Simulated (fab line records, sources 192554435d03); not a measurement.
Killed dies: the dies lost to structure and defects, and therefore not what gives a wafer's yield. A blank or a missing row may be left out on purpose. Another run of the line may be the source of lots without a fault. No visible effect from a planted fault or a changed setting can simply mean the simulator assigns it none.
Which tool was responsible?    flow n5_finfet    24 lots (72 wafers sampled), 1 step of a 1938-step route

## WHAT EACH GAUGE READ, for each wafer
N5_ZERO_LAYER_CD_MEAS_11 targets a cd of 2000 nm.
lot   measured     on         cd_nm (nm)
L074  day 1 12:46  cd_sem-01  1997.6 1999.4 1997.7
L075  day 1 18:46  cd_sem-02  2001.0 2001.3 2002.4
L076  day 2 00:47  cd_sem-01  1999.4 2000.6 1999.5
L077  day 2 06:47  cd_sem-02  2003.5 2000.5 2002.2
L078  day 2 12:49  cd_sem-01  2002.1 2001.3 1998.2
L079  day 2 18:46  cd_sem-02  2000.8 2001.4 1997.7
L080  day 3 00:40  cd_sem-03  2001.7 2002.1 2002.2
L081  day 3 06:40  cd_sem-03  2000.5 2001.2 2001.9
L082  day 3 12:40  cd_sem-02  2001.9 2002.5 2000.6
L083  day 3 18:40  cd_sem-01  1999.8 1999.7 2001.6
L084  day 4 00:47  cd_sem-03  2001.0 2001.6 2002.5
L085  day 4 06:46  cd_sem-02  2002.7 2002.7 2002.6
L086  day 4 12:47  cd_sem-03  1999.1 2001.3 2000.3
L087  day 4 18:40  cd_sem-03  2000.7 2002.1 2002.4
L088  day 5 00:46  cd_sem-01  1999.8 1999.1 1999.5
L089  day 5 06:46  cd_sem-03  1998.0 1998.8 1997.5
L090  day 5 12:39  cd_sem-03  2001.2 1999.7 2002.7
L091  day 5 18:38  cd_sem-01  2001.6 2001.3 2001.3
L092  day 6 00:46  cd_sem-01  2002.8 2000.6 2001.3
L093  day 6 06:46  cd_sem-01  1998.9 1999.9 1999.0
L094  day 6 12:47  cd_sem-02  2002.0 2002.7 2001.7
L095  day 6 18:46  cd_sem-02  2001.0 1999.8 2000.4
L096  day 7 00:38  cd_sem-03  1996.1 1999.6 1998.2
L097  day 7 06:38  cd_sem-03  1999.9 1999.4 1998.6

## EACH LOT AND THE TOOL THAT RAN IT (in order: tool; ch and the chambers of the sampled wafers; start)
The record shows no process step preceding these readings.

## WHAT THE TOOLS THEMSELVES READ (means of the sampled wafers that have a number; where no wafer has one, the mark that the record gives instead)
The record holds no such reading with a usual standard deviation.

## THE ANSWER, worked out from the rows above alone
Rule: the lots themselves supply what counts as usual. Put in order of their means at a reading, lots are off if they are a third of the lots or fewer, leave a main group of 4 or more, and stand apart from it by a gap of 3 or more times the standard deviation of the main group's means; of several such gaps the widest counts. The tables above print the reading to a certain number of digits; a main group whose means all agree to those digits is not used. A lot without any number at a reading at which 4 lots or more have one is off too. Any other lot the step has rows for is counted as sound. The gauges are gone through in route order, then the tools' own readings, and for those a lot's mean is taken as printed above. The first step at which some lot is off is used, and at that step the reading that is off furthest; a lot without a number counts as furthest.
No lot is off on any of the readings shown, so nothing can be concluded from this.

## WHAT WAS PUT IN BY THE SIMULATOR
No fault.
